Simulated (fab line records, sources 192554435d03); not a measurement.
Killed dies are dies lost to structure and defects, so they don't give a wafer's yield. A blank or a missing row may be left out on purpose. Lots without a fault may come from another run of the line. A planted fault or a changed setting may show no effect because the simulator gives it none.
Chamber matching | flow n5_finfet | N5_GATE_CUT_DESCUM_18 on rie_diel-05: 4 sister chambers
The step chemistry O2, time 7 s. 7 wafers are shown with their chamber, then 7 later ones without.

WAFERS WITH THEIR CHAMBER
wafer  | chamber | throttle_valve_pct (%) | oes_product_au (a.u.)
L077.3 | 0       | 20.37                  | 0.86
L078.5 | 2       | 20.31                  | 0.74
L080.2 | 2       | 20.31                  | 0.73
L080.4 | 1       | 20.84                  | 0.73
L080.5 | 0       | 20.38                  | 0.86
L082.1 | 1       | 20.85                  | 0.72
L082.3 | 3       | 20.53                  | 0.73

WAFERS WITHOUT THEIR CHAMBER
wafer  | throttle_valve_pct (%) | oes_product_au (a.u.)
L082.6 | 20.32                  | 0.72
L088.2 | 20.40                  | 0.84
L088.5 | 20.55                  | 0.72
L088.6 | 20.40                  | 0.85
L090.1 | 20.37                  | 0.72
L090.2 | 20.87                  | 0.72
L090.3 | 20.56                  | 0.72

WHICH CHAMBER EACH WENT THROUGH
wafer  | from the rows above | in truth
L082.6 | 2                   | 2
L088.2 | 0                   | 0
L088.5 | 3                   | 3
L088.6 | 0                   | 0
L090.1 | 2                   | 2
L090.2 | 1                   | 1
L090.3 | 3                   | 3
Placed correctly: 7 of 7. Can't be placed from these rows: 0. Placed wrongly: 0.
How it was worked out, from the rows above alone: a wafer's distance from a chamber is the root of the sum, over the readings, of the square of ((its reading less the chamber's mean) divided by the reading's scatter). The wafer belongs to the nearest chamber; if the next one is less than 2 further off, it can't be placed. A chamber's mean is the mean of its shown wafers. The scatter: the root of (the sum of the squares of (reading less its chamber's mean) over the shown wafers, divided by (wafers less chambers)).
